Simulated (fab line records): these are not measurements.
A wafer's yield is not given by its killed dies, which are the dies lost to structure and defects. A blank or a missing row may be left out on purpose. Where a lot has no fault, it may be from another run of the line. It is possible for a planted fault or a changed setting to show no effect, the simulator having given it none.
Chamber matching | flow nandHarc | NHARC_P_BONDPAD_DESCUM_11 on rieDiel-08 has 4 sister chambers
The step chemistry O2, time 3 s. 8 wafers are shown with their chamber, then 9 later ones without.

WAFERS WITH THEIR CHAMBER
wafer  | chamber | showerheadPlenumPTorr (Torr) | oesProductAu (a.u.)
L311.6 | 2       | 1.95                         | 1.006
L313.3 | 3       | 1.83                         | 0.983
L321.1 | 3       | 1.83                         | 0.993
L321.3 | 1       | 1.85                         | 0.978
L321.4 | 2       | 1.94                         | 0.993
L325.2 | 0       | 1.97                         | 1.018
L325.5 | 1       | 1.85                         | 1.001
L325.6 | 0       | 1.97                         | 1.005

WAFERS WITHOUT THEIR CHAMBER
wafer  | showerheadPlenumPTorr (Torr) | oesProductAu (a.u.)
L324.1 | 1.85                         | 0.996
L324.2 | 1.83                         | 0.997
L324.6 | 1.85                         | 0.996
L326.2 | 1.97                         | 1.010
L326.3 | 1.85                         | 1.003
L326.6 | 1.85                         | 1.002
L329.3 | 1.83                         | 0.991
L329.4 | 1.94                         | 0.993
L329.5 | 1.83                         | 0.993

CHAMBER TAKEN BY EACH
wafer  | from the rows above | in truth
L324.1 | 1                   | 1
L324.2 | 3                   | 3
L324.6 | 1                   | 1
L326.2 | 0                   | 0
L326.3 | 1                   | 1
L326.6 | 1                   | 1
L329.3 | 3                   | 3
L329.4 | 2                   | 2
L329.5 | 3                   | 3
9 of 9 placed correctly. Not placeable from these rows: 0. 0 placed wrongly.
How it was worked out, from the rows above alone: a wafer's distance from a chamber is the root of the sum, over the readings, of the square of ((its reading less the chamber's mean) divided by the reading's scatter). If the next closest chamber is less than 2 further off than the closest, the wafer can't be placed; otherwise it belongs to the closest. A chamber's mean is the mean of its shown wafers. The scatter: take each reading less its chamber's mean, square it, sum over the shown wafers, divide by the number of wafers less the number of chambers, and take the root.
